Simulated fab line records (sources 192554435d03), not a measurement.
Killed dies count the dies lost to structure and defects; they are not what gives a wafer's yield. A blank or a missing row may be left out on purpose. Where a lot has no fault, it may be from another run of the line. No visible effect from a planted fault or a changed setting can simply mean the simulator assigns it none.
fab line records | flow n5-finfet
record: lots: 11 | wafers: 33 | last-day: 18
route steps=1938 shown BEOL_M2@914 BEOL_M3@934 BEOL_M4@1111
lots that met no fault: from a run of the same line without faults
start-h: the number of hours between the record's first day and the start of the first shown wafer of the lot | wait-h: time in hours since the lot's previous step | " the same as in the row above | L1.1+2: one row covering several wafers at once | - either no value or no given start | * or withheld: withheld | < > ~ a bound
route shown NAME@n: NAME is a module with steps in the file, n the number in the route of the first one | usual: mean/standard deviation taken from wafers without a fault | same: alike in all rows | chamber/n: place in a boat | sites: each site's reading | _std_site: how widely they spread, as a standard deviation | _edge_site: the outer-site mean with the inner-site mean subtracted | radius-mm: for every site, how far away it sits from the centre of the wafer | mask NAME#n: copy n | behind: the last tool/chamber to shape the wafer | hold: why the lot went on hold/how many hours it stayed there/how the hold came to an end | device: names the non-switching transistor (n, p or np) | end of line: the route-end tests of the same wafers | a step given without rows: its recipe and nothing more | killed: dies that structure and defects cost at the first sort, which is not the same as the wafer's yield | map: shows each die of a wafer: x if killed, . if not, _ if none is there
set.NAME: the run value of the setting; set.NAME@STEP: its run value at that earlier step | model.NAME: the simulator's own value behind a step, which no gauge read
steps of the route over a sample of lots; a table a step, a row a wafer
services: the hour from which a tool's chamber was out of use, counted from the record's first day as start-h (under 0 if before that day), plus the number of hours and why
== steps ==
step: N5_BEOL_M2_SPUTTER_90
recipe: material: Cu | target-thk-a: 45 | temp-c: -20 | chamber-pressure-pa: 0.07 | power-w: withheld | time-s: 8.29
usual: throttle-valve-pct: 29.8/0.98
lot.wafer | tool           | chamber | start-h | wait-h | throttle-valve-pct
L242.1    | pvd-sputter-03 | -       | 145.31  | 0.1    | 31.5
L242.4    | "              | -       | "       | "      | 27.6
L242.6    | "              | -       | "       | "      | 29.3
L244.3    | pvd-sputter-03 | -       | 154.22  | 0.1    | 29.3
L244.5    | "              | -       | "       | "      | 31.1
L244.6    | "              | -       | "       | "      | 29.4
L249.1    | pvd-sputter-02 | -       | 201.63  | 0.1    | 30.2
L249.3    | "              | -       | "       | "      | 31.9
L249.4    | "              | -       | "       | "      | 29.6
L248.1    | pvd-sputter-01 | -       | 202.82  | 0.1    | 28.9
L248.2    | "              | -       | "       | "      | 30.8
L248.6    | "              | -       | "       | "      | 30.3
L254.2    | pvd-sputter-02 | -       | 233.41  | 0.1    | 29.6
L254.4    | "              | -       | "       | "      | 29.0
L254.6    | "              | -       | "       | "      | 29.7
L256.1    | pvd-sputter-01 | -       | 236.12  | 0.1    | 30.5
L256.3    | "              | -       | "       | "      | 28.9
L256.6    | "              | -       | "       | "      | 30.5
L259.2    | pvd-sputter-01 | -       | 250.57  | 0.1    | 29.0
L259.3    | "              | -       | "       | "      | 30.3
L259.5    | "              | -       | "       | "      | 28.8
L260.2    | pvd-sputter-01 | -       | 263.92  | 0.1    | 28.8
L260.5    | "              | -       | "       | "      | 30.4
L260.6    | "              | -       | "       | "      | 30.1
L262.1    | pvd-sputter-01 | -       | 284.96  | 0.1    | 30.1
L262.2    | "              | -       | "       | "      | 28.8
L262.3    | "              | -       | "       | "      | 30.5
L264.1    | pvd-sputter-01 | -       | 290.59  | 0.1    | 30.2
L264.3    | "              | -       | "       | "      | 30.3
L264.4    | "              | -       | "       | "      | 28.9
L263.3    | pvd-sputter-02 | -       | 290.95  | 0.1    | 29.6
L263.5    | "              | -       | "       | "      | 30.2
L263.6    | "              | -       | "       | "      | 31.8
step: N5_BEOL_M2_PRE_CLEAN_60
recipe: gas: NH3/H2 | time-s: 15 | temp-c: * | rf-power-w: 300
usual: heater-power-w: 74/30
lot.wafer | tool      | chamber | start-h | wait-h | heater-power-w
L242.1    | cvd-co-02 | 2       | 146.98  | 0.0    | 105
L242.4    | "         | 1       | "       | "      | 30
L242.6    | "         | 2       | "       | "      | 103
L244.3    | cvd-co-01 | 0       | 155.74  | 0.1    | 117
L244.5    | "         | 0       | "       | "      | 119
L244.6    | "         | 1       | "       | "      | 75
L249.1    | cvd-co-02 | 1       | 203.11  | 0.0    | 30
L249.3    | "         | 2       | "       | "      | 102
L249.4    | "         | 1       | "       | "      | 30
L248.1    | cvd-co-02 | 1       | 204.39  | 0.0    | 30
L248.2    | "         | 2       | "       | "      | 102
L248.6    | "         | 2       | "       | "      | 103
L254.2    | cvd-co-01 | 2       | 234.91  | 0.0    | 46
L254.4    | "         | 1       | "       | "      | 75
L254.6    | "         | 0       | "       | "      | 120
L256.1    | cvd-co-02 | 0       | 237.67  | 0.0    | 82
L256.3    | "         | 1       | "       | "      | 30
L256.6    | "         | 2       | "       | "      | 103
L259.2    | cvd-co-02 | 2       | 252.05  | 0.0    | 102
L259.3    | "         | 0       | "       | "      | 83
L259.5    | "         | 0       | "       | "      | 82
L260.2    | cvd-co-01 | 2       | 265.68  | 0.0    | 45
L260.5    | "         | 1       | "       | "      | 78
L260.6    | "         | 0       | "       | "      | 120
L262.1    | cvd-co-02 | 1       | 286.54  | 0.0    | 30
L262.2    | "         | 0       | "       | "      | 83
L262.3    | "         | 2       | "       | "      | 104
L264.1    | cvd-co-02 | 2       | 292.09  | 0.0    | 101
L264.3    | "         | 1       | "       | "      | 30
L264.4    | "         | 2       | "       | "      | 105
L263.3    | cvd-co-01 | 1       | 292.69  | 0.1    | 78
L263.5    | "         | 2       | "       | "      | 46
L263.6    | "         | 1       | "       | "      | 75
step: N5_BEOL_M3_HM_DEP_02
recipe: material: TiN | target-thk-a: 200 | temp-c: 25 | chamber-pressure-pa: 0.49996
usual: throttle-valve-pct: 29.7/1.1
lot.wafer | tool           | chamber | start-h | wait-h | throttle-valve-pct
L242.1    | pvd-sputter-03 | -       | 148.31  | 0.9    | 29.4
L242.4    | "              | -       | "       | "      | 31.2
L242.6    | "              | -       | "       | "      | 30.3
L244.3    | pvd-sputter-01 | -       | 157.88  | 1.7    | 29.0
L244.5    | "              | -       | "       | "      | 29.0
L244.6    | "              | -       | "       | "      | 29.0
L249.1    | pvd-sputter-03 | -       | 203.79  | 0.2    | 30.0
L249.3    | "              | -       | "       | "      | 29.3
L249.4    | "              | -       | "       | "      | 31.3
L248.1    | pvd-sputter-01 | -       | 205.52  | 0.7    | 30.8
L248.2    | "              | -       | "       | "      | 29.3
L248.6    | "              | -       | "       | "      | 28.8
L254.2    | pvd-sputter-03 | -       | 237.71  | 2.4    | 27.5
L254.4    | "              | -       | "       | "      | 29.5
L254.6    | "              | -       | "       | "      | 31.6
L256.1    | pvd-sputter-03 | -       | 238.75  | 0.7    | 31.2
L256.3    | "              | -       | "       | "      | 29.7
L256.6    | "              | -       | "       | "      | 27.5
L259.2    | pvd-sputter-02 | -       | 253.49  | 1.0    | 29.3
L259.3    | "              | -       | "       | "      | 31.6
L259.5    | "              | -       | "       | "      | 29.6
L260.2    | pvd-sputter-03 | -       | 266.56  | 0.5    | 29.6
L260.5    | "              | -       | "       | "      | 27.3
L260.6    | "              | -       | "       | "      | 30.2
L262.1    | pvd-sputter-03 | -       | 287.64  | 0.7    | 29.5
L262.2    | "              | -       | "       | "      | 30.3
L262.3    | "              | -       | "       | "      | 31.1
L264.1    | pvd-sputter-01 | -       | 293.33  | 0.8    | 29.9
L264.3    | "              | -       | "       | "      | 29.0
L264.4    | "              | -       | "       | "      | 30.2
L263.3    | pvd-sputter-03 | -       | 293.47  | 0.3    | 29.2
L263.5    | "              | -       | "       | "      | 31.3
L263.6    | "              | -       | "       | "      | 30.1
step: N5_BEOL_M3_COAT_05
recipe: resist: CAR-EUV | spin-rpm: 1500 | resist-thk-nm: 30
usual: spin-speed-rpm: 1500.0/1
lot.wafer | tool           | chamber | start-h | wait-h | spin-speed-rpm
L242.1    | litho-track-04 | 0       | 148.44  | -      | 1497.5
L242.4    | "              | 0       | "       | "      | 1500.5
L242.6    | "              | 0       | "       | "      | 1498.2
L244.3    | litho-track-04 | 0       | 158.01  | -      | 1500.5
L244.5    | "              | 0       | "       | "      | 1498.4
L244.6    | "              | 0       | "       | "      | 1499.5
L249.1    | litho-track-03 | 0       | 203.92  | -      | 1500.4
L249.3    | "              | 0       | "       | "      | 1498.9
L249.4    | "              | 0       | "       | "      | 1500.3
L248.1    | litho-track-04 | 0       | 205.66  | -      | 1501.8
L248.2    | "              | 0       | "       | "      | 1499.1
L248.6    | "              | 0       | "       | "      | 1500.9
L254.2    | litho-track-04 | 0       | 237.85  | -      | 1288.3
L254.4    | "              | 0       | "       | "      | 1289.2
L254.6    | "              | 0       | "       | "      | 1286.8
L256.1    | litho-track-04 | 0       | 238.89  | -      | 1287.0
L256.3    | "              | 0       | "       | "      | 1289.4
L256.6    | "              | 0       | "       | "      | 1288.5
L259.2    | litho-track-03 | 0       | 253.62  | -      | 1499.5
L259.3    | "              | 0       | "       | "      | 1499.1
L259.5    | "              | 0       | "       | "      | 1499.4
L260.2    | litho-track-03 | 0       | 266.69  | -      | 1499.7
L260.5    | "              | 0       | "       | "      | 1500.5
L260.6    | "              | 0       | "       | "      | 1500.4
L262.1    | litho-track-01 | 0       | 287.77  | -      | 1500.5
L262.2    | "              | 0       | "       | "      | 1500.1
L262.3    | "              | 0       | "       | "      | 1500.3
L264.1    | litho-track-01 | 0       | 293.48  | -      | 1500.1
L264.3    | "              | 0       | "       | "      | 1500.6
L264.4    | "              | 0       | "       | "      | 1500.1
L263.3    | litho-track-03 | 0       | 293.60  | -      | 1498.8
L263.5    | "              | 0       | "       | "      | 1499.2
L263.6    | "              | 0       | "       | "      | 1499.2
step: N5_BEOL_M4_RC_MEAS_101
usual: DIBL_N: 36.4/2.7 | DIBL_P: 36/3.2 | IOFF_N: 0.16/0.046 | IOFF_P: 0.21/0.055 | ION_N: 677/15 | ION_P: 464/11 | SS_N: 71.5/0.79 | SS_P: 73.3/0.93 | VT_N: 250/4.1 | VT_P: -251/4.4
lot.wafer | tool      | chamber | start-h | wait-h | DIBL_N[mV/V] | DIBL_P[mV/V] | IOFF_N[nA/um] | IOFF_P[nA/um] | ION_N[uA/um] | ION_P[uA/um] | SS_N[mV/dec] | SS_P[mV/dec] | VT_N[mV] | VT_P[mV]
L242.1    | prober-02 | 0       | 166.53  | 0.0    | 37.0         | 35           | 0.16          | 0.21          | 680          | 467          | 71.0         | 73.8         | 249      | -249
L242.4    | "         | 0       | "       | "      | 43.5         | 44           | 0.32          | 0.42          | 733          | 500          | 72.7         | 76.2         | 242      | -240
L242.6    | "         | 0       | "       | "      | 39.5         | 38           | 0.22          | 0.29          | 692          | 479          | 71.5         | 73.5         | 244      | -245
L244.3    | prober-01 | 0       | 189.09  | 0.3    | 38.3         | 40           | 0.22          | 0.36          | 695          | 487          | 72.9         | 73.0         | 242      | -239
L244.5    | "         | 0       | "       | "      | 37.2         | 38           | 0.19          | 0.28          | 691          | 478          | 72.2         | 73.6         | 245      | -242
L244.6    | "         | 0       | "       | "      | 35.4         | 36           | 0.16          | 0.26          | 682          | 481          | 72.0         | 73.0         | 248      | -243
L249.1    | prober-02 | 0       | 230.80  | 0.0    | 38.0         | 36           | 0.17          | 0.23          | 672          | 461          | 72.2         | 73.8         | 249      | -250
L249.3    | "         | 0       | "       | "      | 36.2         | 36           | 0.13          | 0.22          | 671          | 461          | 71.8         | 72.7         | 255      | -250
L249.4    | "         | 0       | "       | "      | 37.5         | 36           | 0.17          | 0.21          | 683          | 460          | 72.0         | 73.7         | 249      | -252
L248.1    | prober-01 | 0       | 232.56  | 0.0    | 32.3         | 32           | 0.10          | 0.15          | 669          | 465          | 70.9         | 71.4         | 255      | -253
L248.2    | "         | 0       | "       | "      | 36.5         | 38           | 0.17          | 0.23          | 687          | 472          | 71.7         | 72.6         | 248      | -250
L248.6    | "         | 0       | "       | "      | 33.2         | 33           | 0.11          | 0.16          | 665          | 458          | 70.6         | 71.4         | 251      | -252
L254.2    | prober-01 | 0       | 263.50  | 0.2    | 34.6         | 35           | 0.13          | 0.16          | 667          | 461          | 71.4         | 72.8         | 254      | -254
L254.4    | "         | 0       | "       | "      | 39.2         | 41           | 0.20          | 0.24          | 671          | 459          | 72.4         | 74.0         | 251      | -249
L254.6    | "         | 0       | "       | "      | 42.8         | 45           | 0.29          | 0.35          | 698          | 474          | 73.4         | 75.4         | 245      | -246
L256.1    | prober-01 | 0       | 275.16  | 0.0    | 34.2         | 34           | 0.13          | 0.17          | 651          | 447          | 71.6         | 73.1         | 251      | -252
L256.3    | "         | 0       | "       | "      | 35.1         | 34           | 0.13          | 0.17          | 663          | 452          | 70.4         | 72.6         | 252      | -252
L256.6    | "         | 0       | "       | "      | 39.3         | 39           | 0.24          | 0.25          | 680          | 458          | 72.6         | 73.8         | 247      | -247
L259.2    | prober-02 | 0       | 286.74  | 0.2    | 34.7         | 35           | 0.13          | 0.14          | 667          | 445          | 71.0         | 72.4         | 255      | -255
L259.3    | "         | 0       | "       | "      | 37.8         | 41           | 0.18          | 0.22          | 671          | 450          | 72.3         | 73.9         | 251      | -253
L259.5    | "         | 0       | "       | "      | 34.3         | 36           | 0.12          | 0.16          | 658          | 445          | 71.2         | 72.7         | 254      | -258
L260.2    | prober-02 | 0       | 293.20  | 0.2    | 36.9         | 38           | 0.17          | 0.24          | 689          | 475          | 71.3         | 74.3         | 247      | -247
L260.5    | "         | 0       | "       | "      | 37.6         | 37           | 0.17          | 0.24          | 675          | 466          | 72.1         | 74.6         | 249      | -248
L260.6    | "         | 0       | "       | "      | 37.0         | 36           | 0.17          | 0.22          | 676          | 454          | 71.6         | 74.0         | 248      | -247
L262.1    | prober-02 | 0       | 316.62  | 0.0    | 36.8         | 37           | 0.19          | 0.23          | 697          | 475          | 71.2         | 72.9         | 246      | -248
L262.2    | "         | 0       | "       | "      | 37.1         | 38           | 0.20          | 0.23          | 694          | 466          | 71.2         | 73.8         | 246      | -253
L262.3    | "         | 0       | "       | "      | 37.0         | 38           | 0.17          | 0.23          | 673          | 466          | 71.6         | 74.1         | 247      | -251
L263.3    | prober-02 | 0       | 319.36  | 0.3    | 40.0         | 38           | 0.21          | 0.22          | 677          | 457          | 72.4         | 73.5         | 249      | -253
L263.5    | "         | 0       | "       | "      | 36.7         | 34           | 0.14          | 0.16          | 659          | 448          | 71.2         | 72.5         | 253      | -257
L263.6    | "         | 0       | "       | "      | 41.0         | 40           | 0.23          | 0.25          | 689          | 467          | 72.3         | 74.2         | 247      | -252
L264.1    | prober-01 | 0       | 319.44  | 0.0    | 28.6         | 29           | 0.06          | 0.09          | 633          | 435          | 70.3         | 70.7         | 264      | -265
L264.3    | "         | 0       | "       | "      | 32.5         | 32           | 0.11          | 0.12          | 658          | 440          | 71.0         | 71.9         | 256      | -259
L264.4    | "         | 0       | "       | "      | 32.1         | 33           | 0.11          | 0.13          | 677          | 462          | 70.6         | 71.7         | 253      | -259
== services ==
tool           | chamber | start-h | hours | kind
pvd-sputter-03 | -       | 137.19  | 0.5   | repair
litho-track-03 | -       | 139.23  | -     | consumable-replace:filter
litho-track-01 | -       | 143.14  | -     | consumable-replace:filter
cvd-co-01      | 2       | 150.93  | 11.7  | repair
pvd-sputter-01 | -       | 172.98  | 11.1  | repair
litho-track-03 | -       | 182.43  | -     | consumable-replace:filter
litho-track-04 | -       | 276.01  | -     | consumable-replace:filter
cvd-co-01      | 0       | 289.13  | 11.4  | repair
== key ==
first-sign: step: N5_BEOL_M3_COAT_05 | reading: spin-speed-rpm | direction: down | sigmas: 99+ | usual: * | struck: *
effect none on later readings
met-at N5_BEOL_M3_COAT_05
struck-lots L254,L256
not-acting-at N5_BEOL_M2_SPUTTER_90,N5_BEOL_M2_PRE_CLEAN_60,N5_BEOL_M3_HM_DEP_02
onset-between 205.66 237.85
fault: kind: process-parameter-drift | tool: litho-track-04 | chamber: - | onset-h: 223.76 | steps: N5_BEOL_M3_COAT_05 | channel: spin-rpm | offset: * | shape: step | end-h: 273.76 | acts-in: * | stated: *
